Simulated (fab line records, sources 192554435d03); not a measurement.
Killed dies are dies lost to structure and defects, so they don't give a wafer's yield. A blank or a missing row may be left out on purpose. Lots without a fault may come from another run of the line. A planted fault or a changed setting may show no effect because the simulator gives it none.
One fault seen from 3 desks | flow n5_finfet | each desk has only its own numbers; what lay behind them comes last

THE TOOL OWNER'S DESK: litho_track-01
The tool's own readings at N5_SDB_COAT_03 (time 60 s, resist thk 100 nm): means of the sampled wafers that have a number, for each lot that ran on this tool. A lot is out of limits, marked OUT, if its mean lies more than 4 standard deviations from the usual mean; the brackets give that distance.
Columns: A = spin_speed_rpm at N5_SDB_COAT_03, usual 1500.0 rpm
lot  | first seen here | A
L397 | day 5 00:43     | 1500.0
L400 | day 5 19:57     | 1457.3 (-52) OUT
L402 | day 6 07:44     | 1457.6 (-52) OUT
L415 | day 9 17:53     | 1500.5
This desk's finding: out of limits on L400, L402; first on L400, day 5 19:57 (spin_speed_rpm at N5_SDB_COAT_03). In limits: L397, L415.

THE DEFECT DESK
What the inspections along the route counted, lot by lot: means of the sampled wafers that have a number. A lot is out of limits, marked OUT, if its mean lies more than 4 standard deviations from the usual mean; the brackets give that distance.
Columns: A = raw_defect_count at N5_ILD0_INSPECT_06, usual 34; B = raw_defect_count at N5_SDB_INSPECT_13, usual 73
lot  | first seen here | A  | B
L393 | day 4 03:04     | 44 | 77
L397 | day 5 00:36     | 36 | 80
L400 | day 5 19:50     | 99 | 86
L402 | day 6 07:37     | 27 | 48
L407 | day 7 11:28     | 50 | 40
L415 | day 9 17:46     | 24 | 44
This desk's finding: nothing out of limits on any of the 6 lots.

THE METROLOGY DESK
What the gauges read, lot by lot, whatever tool the lot ran on: means of the sampled wafers that have a number. A lot is out of limits, marked OUT, if its mean lies more than 4 standard deviations from the usual mean; the brackets give that distance.
Columns: A = thk_nm at N5_ILD0_THK_MEAS_04, usual 197.3 nm; B = thk_nm at N5_ILD0_THK_MEAS_08, usual 138.7 nm; C = thk_nm at N5_ILD0_THK_MEAS_13, usual 17.4 nm; D = cd_nm at N5_SDB_CD_MEAS_11, usual 50.6 nm; E = SDB_OVL at N5_SDB_OVL_MEAS_12, usual -0.7 nm
lot  | first seen here | A     | B     | C    | D    | E
L393 | day 3 23:30     | 198.4 | 139.4 | 16.8 | 52.8 | -1.9
L397 | day 4 21:00     | 196.3 | 137.3 | 18.8 | 52.0 | -0.9
L400 | day 5 15:48     | 197.7 | 138.1 | 16.1 | 50.2 | -0.2
L402 | day 6 03:50     | 198.2 | 138.9 | 17.0 | 49.7 | -0.9
L407 | day 7 07:49     | 196.8 | 137.4 | 17.5 | 51.7 | -1.1
L415 | day 9 14:04     | 198.9 | 138.3 | 16.4 | 52.4 | -0.7
This desk's finding: nothing out of limits on any of the 6 lots.

PUT TOGETHER
The tool owner's desk could have raised an alarm at day 5 19:57, on L400, L402.
The defect desk saw nothing out of limits.
The metrology desk saw nothing out of limits.
The defect desk has L400, L402 on record, within its limits.
The metrology desk has L400, L402 on record, within its limits.
Of the lots named, all ran N5_SDB_COAT_03 on litho_track-01.

WHAT THE SIMULATOR HAD PUT IN
Process parameter drift: litho_track-01, from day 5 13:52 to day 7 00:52, at N5_SDB_COAT_03. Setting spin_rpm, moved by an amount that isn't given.
Lots struck among those shown: L400, L402.
Hours from the fault's start to each desk's first reading out of limits: the tool owner's desk, 6.
